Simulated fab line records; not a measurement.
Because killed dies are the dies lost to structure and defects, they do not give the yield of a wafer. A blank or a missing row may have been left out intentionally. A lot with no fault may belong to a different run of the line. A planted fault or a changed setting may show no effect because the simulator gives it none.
The tool behind it: which one? ; flow n5 finfet ; Sampling: 10 lots, 28 wafers, 6 of 1938 route steps

== WHAT THE GAUGES SHOWED, per wafer ==
Not one reading of a measure or inspect step in the record can be checked against a usual standard deviation.

== WHICH TOOL RAN EACH LOT (tool, then ch and the chambers of the sampled wafers, then the start) ==
lot;N5_BEOL_M12_DEGAS_41;N5_BEOL_M12_DEP_53;N5_BEOL_M13_COAT_04;N5_BEOL_M13_VIA_ETCH_16;N5_BEOL_M13_STRIP_63;N5_PASSIVATION_PROBE_49
L945;pvd sputter-02, day 12 06:10;pecvd-03 ch 1,2, day 12 07:23;litho track-05 ch 0, day 12 07:43;rie diel-02 ch 1,3, day 12 08:19;plasma asher-01 ch 0,1, day 12 08:33;prober-01, day 13 21:17
L946;pvd sputter-03, day 12 12:07;pecvd-03 ch 0,1, day 12 13:16;litho track-05 ch 0, day 12 13:35;rie diel-05 ch 1,2,3, day 12 14:02;plasma asher-02 ch 0,1, day 12 14:16;prober-02, day 13 21:05
L944;pvd sputter-02, day 12 14:50;pecvd-04 ch 0,2, day 12 16:10;litho track-05 ch 0, day 12 16:28;rie diel-01 ch 0,2,3, day 12 16:55;plasma asher-01 ch 0,1, day 12 17:09;prober-02, day 14 06:04
L950;pvd sputter-03, day 13 15:48;pecvd-01 ch 1,2, day 13 16:57;litho track-05 ch 0, day 13 17:16;rie diel-05 ch 0,1,2, day 13 17:50;plasma asher-01 ch 0,1, day 13 18:04;prober-02, day 15 07:50
L952;pvd sputter-01, day 14 20:01;pecvd-01 ch 0,1,2, day 14 21:38;litho track-04 ch 0, day 14 21:57;rie diel-05 ch 0,1,2, day 14 22:23;plasma asher-01 ch 0,1, day 14 22:37;prober-01, day 16 02:46
L956;pvd sputter-02, day 15 07:13;pecvd-03 ch 1,2, day 15 08:22;litho track-04 ch 0, day 15 08:44;rie diel-02 ch 0,1,2, day 15 09:11;plasma asher-02 ch 0, day 15 09:25;prober-02, day 16 22:57
L954;pvd sputter-01, day 15 10:34;pecvd-04 ch 1,2, day 15 11:53;litho track-02 ch 0, day 15 12:15;rie diel-05 ch 0,1, day 15 12:49;plasma asher-01 ch 0,1, day 15 13:04;prober-01, day 16 18:01
L959;pvd sputter-03, day 16 16:41;pecvd-04 ch 0,2, day 16 18:26;litho track-02 ch 0, day 16 18:45;rie diel-05 ch 1,3, day 16 19:12;plasma asher-01 ch 0,1, day 16 19:26;prober-02, day 18 08:50
L961;pvd sputter-03, day 16 17:09;pecvd-01 ch 0,1,2, day 16 18:43;litho track-02 ch 0, day 16 19:02;rie diel-01 ch 1,2, day 16 19:29;plasma asher-01 ch 0,1, day 16 19:43;prober-02, day 18 04:53
L964;pvd sputter-01, day 17 19:05;pecvd-01 ch 0,1,2, day 17 20:14;litho track-04 ch 0, day 17 20:37;rie diel-02 ch 0,1, day 17 21:11;plasma asher-02 ch 0,1, day 17 21:25;prober-01, day 19 09:16
- N5_BEOL_M12_DEGAS_41: time 60 s.
- N5_BEOL_M12_DEP_53: deposits SiCN from 3MS/NH3, target thk 30 nm, time 10.5 s.
- N5_BEOL_M13_COAT_04: resist thk 400 nm.
- N5_BEOL_M13_VIA_ETCH_16: etches SiOC in C4F8/O2/Ar, target depth 921.7 nm.
- N5_BEOL_M13_STRIP_63: strips in N2/H2.
- N5_PASSIVATION_PROBE_49

== WHAT THE TOOLS THEMSELVES READ (means of the sampled wafers that have a number; where no wafer has one, the mark that the record gives instead) ==
N5_BEOL_M12_DEGAS_41. Usual: heater power w 338 W, standard deviation 21; susceptor temp C 249.99 C, standard deviation 0.18.
lot;tool;heater power w (W);susceptor temp C (C);flag
L945;pvd sputter-02;322;249.97;
L946;pvd sputter-03;334;249.98;
L944;pvd sputter-02;325;250.21;
L950;pvd sputter-03;372;249.72;
L952;pvd sputter-01;335;249.93;
L956;pvd sputter-02;323;250.14;
L954;pvd sputter-01;333;249.98;
L959;pvd sputter-03;367;249.81;
L961;pvd sputter-03;352;249.90;
L964;pvd sputter-01;317;250.11;

N5_BEOL_M12_DEP_53. Usual: chamber pressure Torr 3.000 Torr, standard deviation 0.0059; showerhead plenum p Torr 4.176 Torr, standard deviation 0.025; throttle valve pct 18.3 %, standard deviation 1.9.
lot;tool;chamber pressure Torr (Torr);showerhead plenum p Torr (Torr);throttle valve pct (%);flag
L945;pecvd-03;2.996;4.199;17.6;
L946;pecvd-03;2.999;4.162;21.0;
L944;pecvd-04;3.001;4.167;17.0;
L950;pecvd-01;2.998;4.177;17.9;
L952;pecvd-01;2.998;4.178;17.5;
L956;pecvd-03;3.005;4.201;18.0;
L954;pecvd-04;3.007;4.168;18.1;
L959;pecvd-04;2.997;4.175;17.4;
L961;pecvd-01;3.007;4.178;17.6;
L964;pecvd-01;2.998;4.182;17.7;

N5_BEOL_M13_COAT_04. Usual: spin speed rpm 1624.8 rpm, standard deviation 1.1.
lot;tool;spin speed rpm (rpm);flag
L945;litho track-05;1624.2;
L946;litho track-05;1625.6;
L944;litho track-05;1918.4;OFF
L950;litho track-05;1917.5;OFF
L952;litho track-04;1625.8;
L956;litho track-04;1626.0;
L954;litho track-02;1624.3;
L959;litho track-02;1624.6;
L961;litho track-02;1624.8;
L964;litho track-04;1624.8;

N5_BEOL_M13_VIA_ETCH_16. Usual: drypump motor current A 5.9 A, standard deviation 0.34; he inner torr 14.996 Torr, standard deviation 0.029; oes product au 0.73 a.u., standard deviation 0.079; rf vpp V 666.9 V, standard deviation 2.7; showerhead plenum p Torr 3.46 Torr, standard deviation 0.085; throttle valve pct 24.22 %, standard deviation 0.22.
lot;tool;drypump motor current A (A);he inner torr (Torr);oes product au (a.u.);rf vpp V (V);showerhead plenum p Torr (Torr);throttle valve pct (%);flag
L945;rie diel-02;6.0;14.970;0.79;669.9;3.54;24.11;
L946;rie diel-05;5.6;14.997;0.73;665.5;3.38;24.12;
L944;rie diel-01;6.0;14.970;0.77;668.5;3.50;24.26;
L950;rie diel-05;5.7;14.986;0.63;664.6;3.39;24.24;
L952;rie diel-05;5.7;14.974;0.73;664.7;3.38;24.16;
L956;rie diel-02;5.8;14.983;0.76;666.2;3.44;24.20;
L954;rie diel-05;6.1;14.993;0.72;665.0;3.42;24.16;
L959;rie diel-05;5.9;15.003;0.71;666.3;3.42;24.15;
L961;rie diel-01;5.8;14.979;0.78;668.5;3.52;24.26;
L964;rie diel-02;5.6;15.009;0.67;668.1;3.48;24.51;

N5_BEOL_M13_STRIP_63. Usual: drypump motor current A 6.38 A, standard deviation 0.079; heater power w 320 W, standard deviation 17; oes product au 0.674 a.u., standard deviation 0.0048; strip time to endpoint s 28.1 s, standard deviation 1.
lot;tool;drypump motor current A (A);heater power w (W);oes product au (a.u.);strip time to endpoint s (s);flag
L945;plasma asher-01;6.45;309;0.674;27.9;
L946;plasma asher-02;6.30;325;0.667;28.4;
L944;plasma asher-01;6.42;305;0.646;17.4;OFF
L950;plasma asher-01;6.41;310;0.660;19.4;OFF
L952;plasma asher-01;6.42;308;0.675;28.2;
L956;plasma asher-02;6.24;318;0.673;28.3;
L954;plasma asher-01;6.38;311;0.677;27.7;
L959;plasma asher-01;6.41;308;0.671;27.9;
L961;plasma asher-01;6.41;304;0.675;28.6;
L964;plasma asher-02;6.37;344;0.674;28.2;

N5_PASSIVATION_PROBE_49. Usual: defect limited yield 91.2 %, standard deviation 1.4; killed_at_M0_to_M3 34, standard deviation 9.4; killed_at_M4_up 14, standard deviation 5.6; killed at contacts 13, standard deviation 7.8; killed at front end 37, standard deviation 10; killed at other 4, standard deviation 3.3; killed dies 103, standard deviation 17; killed open 68, standard deviation 13; killed short 33, standard deviation 8.2; sort_bin_5_function 5.1 %, standard deviation 0.92; sort_bin_6_memory 3.3 %, standard deviation 0.71; sort n pass 1077, standard deviation 17; sort yield pct 91.2 %, standard deviation 1.4.
lot;tool;defect limited yield (%);killed_at_M0_to_M3;killed_at_M4_up;killed at contacts;killed at front end;killed at other;killed dies;killed open;killed short;sort_bin_5_function (%);sort_bin_6_memory (%);sort n pass;sort yield pct (%);flag
L945;prober-01;90.2;46;14;8;38;8;115;76;34;5.3;3.9;1065;90.2;
L946;prober-02;90.2;32;15;22;43;4;116;75;40;6.2;3.4;1064;90.2;
L944;prober-02;91.6;32;15;6;45;1;99;64;35;4.9;3.2;1081;91.6;
L950;prober-02;92.0;28;18;10;34;4;94;62;32;5.0;2.8;1086;92.0;
L952;prober-01;91.7;35;12;17;29;5;98;65;31;5.0;3.0;1082;91.7;
L956;prober-02;91.6;32;19;10;33;5;99;66;30;5.3;2.9;1081;91.6;
L954;prober-01;91.8;42;11;8;33;4;97;62;33;5.1;2.6;1083;91.8;
L959;prober-02;92.4;31;14;8;30;7;90;56;28;4.0;2.9;1090;92.4;
L961;prober-02;90.5;36;16;16;40;4;112;74;37;5.6;3.5;1068;90.5;
L964;prober-01;89.6;58;15;18;30;1;123;85;33;6.3;3.6;1057;89.6;

== THE ANSWER, worked out from the rows above alone ==
Rule: a lot is off if the mean of its wafers that have a number lies more than 3 standard deviations from the usual mean. Also off: a lot with no number at a reading for which 4 or more lots have one. Any other lot the step has rows for is counted as sound. Order of review: gauges by route order, followed by the tools' own readings, for which a lot's mean as printed above is used. At the first step where some lot is off, the reading lying furthest off is the one used; lots without a number count as furthest.
Off: L944, L950 (N5_BEOL_M13_COAT_04, spin speed rpm).
If a tool, at that step or one of the process steps before it, ran each lot that is off and ran no sound lot following the first of them, it fits. One candidate fits, namely litho track-05 at N5_BEOL_M13_COAT_04. A fault onset in the window from L946 (day 12 13:35, its last sound lot) to L944 (day 12 16:28, its first lot off) fits.
On the lots that are off, the tool's own readings at N5_BEOL_M13_COAT_04 differ by more than 5 times the standard deviation of the sound lots' means, which bears it out; spin speed rpm reads 1918.0 rpm there versus 1625.0 rpm on the sound lots.

== WHAT HAD BEEN PUT IN BY THE SIMULATOR ==
Process parameters drifting: litho track-05 at N5_BEOL_M13_COAT_04, beginning at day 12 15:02. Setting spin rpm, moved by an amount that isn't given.
Struck lots among those shown: L944, L950. The rule above found the same.
